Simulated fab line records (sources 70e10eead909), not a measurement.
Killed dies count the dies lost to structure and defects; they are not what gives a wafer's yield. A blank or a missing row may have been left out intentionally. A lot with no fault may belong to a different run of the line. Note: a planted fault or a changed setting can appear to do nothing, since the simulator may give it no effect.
A lot that was struck, set against a sound lot    flow nandHarc    39 steps out of a route of 1302
Sound: wafers L586.3, L586.5, L586.6. The struck wafers were L593.1, L593.4, L593.6. The cause is given at the end.
For every step that has rows: the tool of each side, followed by ch and its chambers, followed by its first start. Under that, the readings that differ: sound wafers    struck wafers    difference of the means    sigmas: that difference in standard deviations of wafers without a fault.
alike: words and numbers the same on both sides, and readings whose means are apart by under 2 such deviations; not compared: readings that were withheld, readings missing a value for some wafer, numbers with overlapping values and no deviation given by the record, and bounds like >300 which may hide the same value.
A row with sigmas, a row that says differs or no value, or rows on one side alone: a step with any of these is where the two part. Non-overlapping numbers with no deviation appear without sigmas and do not part them. Lack of a reading on every wafer of one side parts them only where that side has two or more wafers.

first, 11 steps without rows for these wafers: NHARC_P_GATE_HMDS_04 (time 30 s); NHARC_P_GATE_COAT_05; NHARC_P_GATE_SOFTBAKE_06 (time 95 s); NHARC_P_GATE_EBR_07; NHARC_P_GATE_EXPOSE_08 (exposes mask P HV); NHARC_P_GATE_PEB_09 (peb time 85 s); NHARC_P_GATE_DEVELOP_10 (time 70 s); NHARC_P_GATE_HARDBAKE_12 (time 80 s); NHARC_P_GATE_DESCUM_13 (chemistry O2, time 3 s); NHARC_P_GATE_ETCH_14 (etches SiO2 in dHF, target depth 48.8 nm); NHARC_P_GATE_STRIP_15 (strips in SPM, time 780 s).
NHARC_P_GATE_PRECLEAN_71: cleans in SC1.
  sound on wetBench-01 ch 0,3,7, day 4 23:07; struck on wetBench-01 ch 0,2,4, day 7 20:29
then, 25 steps without rows for these wafers: NHARC_P_GATE_SRD_72; NHARC_P_GATE_OXIDE_16 (material SiO2, target thk 3 nm, ox time 392 s); NHARC_P_GATE_CVD_17 (deposits poly-Si, target thk 150 nm, time 900 s); NHARC_P_GATE_HM_DEP_102 (deposits aC, target thk 120 nm); NHARC_P_GATE_DEP_103 (deposits SiON, target thk 30 nm); NHARC_P_GATE_DEHYDRATE_18 (time 120 s); NHARC_P_GATE_HMDS_19 (time 30 s); NHARC_P_GATE_COAT_20 (resist thk 90 nm); NHARC_P_GATE_SOFTBAKE_21 (time 55 s); NHARC_P_GATE_EBR_22; NHARC_P_GATE_EXPOSE_23 (exposes mask P GATE, target cd 120 nm); NHARC_P_GATE_PEB_24 (peb time 65 s); NHARC_P_GATE_DEVELOP_25 (develop time 35 s); NHARC_P_GATE_DESCUM_31 (chemistry O2, time 3 s); NHARC_P_GATE_ETCH_104 (etches the open film in CF4/CHF3, target depth 60 nm); NHARC_P_GATE_HM_OPEN_105 (chemistry O2/COS, target depth 360 nm); NHARC_P_GATE_STRIP_106 (strips in O2/COS); NHARC_P_GATE_ETCH_114 (etches the open film in CF4/O2, target depth 30 nm, overetch 3 nm, time 16.5 s); NHARC_P_GATE_ETCH_32 (etches the open film in HBr/Cl2, target depth 150 nm, time 100.1 s); NHARC_P_GATE_STRIP_108 (strips in O2); NHARC_P_GATE_STRIP_35 (strips in SPM, time 600 s); NHARC_P_GATE_PRECLEAN_73 (cleans in SC1); NHARC_P_GATE_SRD_74; NHARC_P_GATE_ALD_36 (deposits SiNx, target thk 20 nm, pulse time 60 s, ald cycles 223); NHARC_P_GATE_ETCHBACK_37 (etches the open film in CHF3/O2, target depth 34.5 nm, time 17.2 s).
-- break in the record here, with 20 days between the starts of the struck wafers on either side (left off in module P_GATE, picked up again in module END, where the first step shown is number 1301 on the route) --
NHARC_END_WLT_00:
  sound: prober-01 at day 25 13:46; struck: prober-02 at day 27 19:44
reading                            sound              struck             difference  sigmas
VT_DECK1_BOTTOM                    0.878 0.874 0.873  0.891 0.888 0.896  +0.017      +2
VT_DECK1_BOTTOM_INNER              0.874 0.866 0.880  0.886 0.894 0.898  +0.019      +3
VT_DECK1_MEDIAN_NEAR_BOTTOM        0.872 0.869 0.868  0.883 0.883 0.894  +0.017      +3
VT_DECK1_MEDIAN_NEAR_BOTTOM_INNER  0.878 0.876 0.868  0.883 0.897 0.892  +0.017      +2
VT_DECK1_MIDDLE                    0.876 0.885 0.886  0.903 0.910 0.899  +0.022      +3
VT_DECK1_MIDDLE_INNER              0.889 0.885 0.887  0.906 0.906 0.905  +0.019      +3
VT_DECK1_TOP                       0.894 0.898 0.897  0.918 0.918 0.908  +0.018      +3
VT_DECK1_TOP_INNER                 0.889 0.886 0.895  0.929 0.917 0.919  +0.032      +5
VT_DECK2_BOTTOM                    0.867 0.866 0.875  0.888 0.882 0.883  +0.015      +2
VT_DECK2_BOTTOM_INNER              0.874 0.868 0.874  0.886 0.884 0.890  +0.015      +2
VT_DECK2_TOP                       0.895 0.895 0.896  0.912 0.915 0.905  +0.015      +2
  alike: VT_DECK2_MEDIAN_NEAR_BOTTOM, VT_DECK2_MEDIAN_NEAR_BOTTOM_INNER, VT_DECK2_MIDDLE, VT_DECK2_MIDDLE_INNER, VT_DECK2_TOP_INNER
NHARC_END_SORT_01:
  only the struck wafers appear in the record here, on prober-02 ch 0 at day 27 22:43; the sound ones have no rows

## WHERE THEY PART
At NHARC_END_WLT_00 first; at NHARC_END_SORT_01 last (within this record only).

WHY: what the simulator had put in
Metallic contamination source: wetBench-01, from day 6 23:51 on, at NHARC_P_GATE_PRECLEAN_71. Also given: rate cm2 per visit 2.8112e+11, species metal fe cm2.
